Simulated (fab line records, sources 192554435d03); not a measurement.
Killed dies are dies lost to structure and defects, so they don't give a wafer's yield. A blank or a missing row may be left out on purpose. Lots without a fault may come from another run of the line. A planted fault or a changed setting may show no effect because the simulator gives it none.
Which tool did it? | flow n5_finfet | 12 lots, 36 wafers sampled, at 2 steps of a route of 1938

WHAT THE GAUGES READ, wafer by wafer
N5_DUMMY_GATE_INSPECT_27: inspects for defects (brightfield).
lot  | measured    | on                | raw_defect_count
L075 | day 3 06:40 | defect_inspect-01 | 220 325 233
L077 | day 3 19:46 | defect_inspect-01 | 290 243 240
L079 | day 4 06:08 | defect_inspect-02 | 178 236 283
L081 | day 4 16:13 | defect_inspect-02 | 384 316 229
L083 | day 5 08:59 | defect_inspect-02 | 257 334 301
L085 | day 5 22:17 | defect_inspect-01 | 214 240 283
L087 | day 6 12:53 | defect_inspect-01 | 397 210 238
L089 | day 6 20:37 | defect_inspect-01 | 283 322 275
L091 | day 7 07:04 | defect_inspect-01 | 276 254 255
L093 | day 7 16:30 | defect_inspect-01 | 509 254 302
L095 | day 8 08:35 | defect_inspect-02 | 380 255 443
L097 | day 8 18:29 | defect_inspect-02 | 301 233 252

WHICH TOOL RAN EACH LOT (tool, then ch and the chambers of the sampled wafers, then the start)
lot  | N5_FIN_CUT_ETCH_30
L075 | rie_diel-04 ch 0,2,3, day 2 08:41
L077 | rie_diel-02 ch 0,3, day 2 22:04
L079 | rie_diel-01 ch 1,3, day 3 10:16
L081 | rie_diel-01 ch 0,3, day 3 20:35
L083 | rie_diel-01 ch 1,2,3, day 4 09:45
L085 | rie_diel-02 ch 0,1,3, day 4 21:20
L087 | rie_diel-04 ch 0,2,3, day 5 15:23
L089 | rie_diel-02 ch 0,1,3, day 5 21:36
L091 | rie_diel-02 ch 0,3, day 6 11:05
L093 | rie_diel-04 ch 2,3, day 6 20:50
L095 | rie_diel-02 ch 1,2,3, day 7 11:38
L097 | rie_diel-01 ch 0,2, day 7 21:34
- N5_FIN_CUT_ETCH_30: etches underlayer in N2/H2, target depth 13 nm, time 10.4 s.

THE ANSWER, worked out from the rows above alone
Rule: what is usual is taken from the lots themselves. Put in order of their means at a reading, lots are off if they are a third of the lots or fewer, leave a main group of 4 or more, and stand apart from it by a gap of 3 or more times the standard deviation of the main group's means; of several such gaps the widest counts. A main group whose means are all the same, to the digits that the tables above print for the reading, isn't used. A lot without any number at a reading at which 4 lots or more have one is off too. The other lots that the step has rows for count as sound.
No lot is off at any reading shown: from this, nothing can be told.

WHAT THE SIMULATOR HAD PUT IN
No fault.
